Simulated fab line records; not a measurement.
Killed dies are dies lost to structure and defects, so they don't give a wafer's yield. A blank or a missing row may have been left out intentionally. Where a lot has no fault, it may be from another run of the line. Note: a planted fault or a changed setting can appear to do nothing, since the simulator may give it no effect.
The tool behind it: which one? :: flow n5 finfet :: Sampling: 12 lots, 36 wafers, 2 of 1938 route steps

== WHAT THE GAUGES SHOWED, per wafer ==
N5_BEOL_M2_CD_MEAS_35: target cd 18 nm, target cd y 22.2 nm.
lot: L075
measured: day 7 00:39
on: cd sem-01
cd nm (nm): 17.1 17.5 17.5

lot: L077
measured: day 7 10:50
on: cd sem-03
cd nm (nm): 18.1 18.1 18.3

lot: L079
measured: day 8 01:10
on: cd sem-01
cd nm (nm): 17.5 17.3 17.9

lot: L082
measured: day 8 14:34
on: cd sem-01
cd nm (nm): 18.3 18.3 18.4

lot: L083
measured: day 8 21:10
on: cd sem-03
cd nm (nm): 18.1 17.6 17.5

lot: L085
measured: day 9 12:22
on: cd sem-01
cd nm (nm): 17.6 17.8 18.0

lot: L087
measured: day 9 23:25
on: cd sem-03
cd nm (nm): 18.3 17.8 18.3

lot: L089
measured: day 10 20:17
on: cd sem-01
cd nm (nm): 18.2 17.8 17.9

lot: L091
measured: day 11 04:36
on: cd sem-03
cd nm (nm): 17.5 18.0 18.5

lot: L092
measured: day 11 05:05
on: cd sem-03
cd nm (nm): 18.1 17.7 18.2

lot: L095
measured: day 11 22:59
on: cd sem-03
cd nm (nm): 17.8 18.0 18.2

lot: L096
measured: day 12 11:10
on: cd sem-02
cd nm (nm): 18.2 17.9 18.1

== EACH LOT AND THE TOOL THAT RAN IT (in order: tool; ch and the chambers of the sampled wafers; start) ==
lot: L075
N5_BEOL_M2_ETCH_41: rie diel-02 ch 0,1,3, day 7 00:39 or earlier

lot: L077
N5_BEOL_M2_ETCH_41: rie diel-04 ch 0,1,2, day 7 10:50 or earlier

lot: L079
N5_BEOL_M2_ETCH_41: rie diel-02 ch 0,1, day 8 01:10 or earlier

lot: L082
N5_BEOL_M2_ETCH_41: rie diel-01 ch 1,2,3, day 8 14:34 or earlier

lot: L083
N5_BEOL_M2_ETCH_41: rie diel-02 ch 1,3, day 8 21:10 or earlier

lot: L085
N5_BEOL_M2_ETCH_41: rie diel-01 ch 0,1,3, day 9 12:22 or earlier

lot: L087
N5_BEOL_M2_ETCH_41: rie diel-04 ch 0,1, day 9 23:25 or earlier

lot: L089
N5_BEOL_M2_ETCH_41: rie diel-01 ch 2,3, day 10 20:17 or earlier

lot: L091
N5_BEOL_M2_ETCH_41: rie diel-01 ch 0,1,2, day 11 04:36 or earlier

lot: L092
N5_BEOL_M2_ETCH_41: rie diel-01 ch 1,2, day 11 05:05 or earlier

lot: L095
N5_BEOL_M2_ETCH_41: rie diel-01 ch 0,1,3, day 11 22:59 or earlier

lot: L096
N5_BEOL_M2_ETCH_41: rie diel-04 ch 1,2, day 12 11:10 or earlier
- N5_BEOL_M2_ETCH_41: etches SiCN in CH3F/O2, target depth 29.9 nm, time 52.5 s.

== THE ANSWER, worked out from the rows above alone ==
Rule: the lots themselves supply what counts as usual. Put in order of their means at a reading, lots are off if they are a third of the lots or fewer, leave a main group of 4 or more, and stand apart from it by a gap of 3 or more times the standard deviation of the main group's means; of several such gaps the widest counts. If all means in a main group match to the digits the tables above print for the reading, that group is not used. Also off: a lot with no number at a reading for which 4 or more lots have one. All remaining lots with rows at the step are treated as sound.
Across all readings shown, no lot is off: no conclusion can be drawn from this.

== WHAT THE SIMULATOR PUT IN ==
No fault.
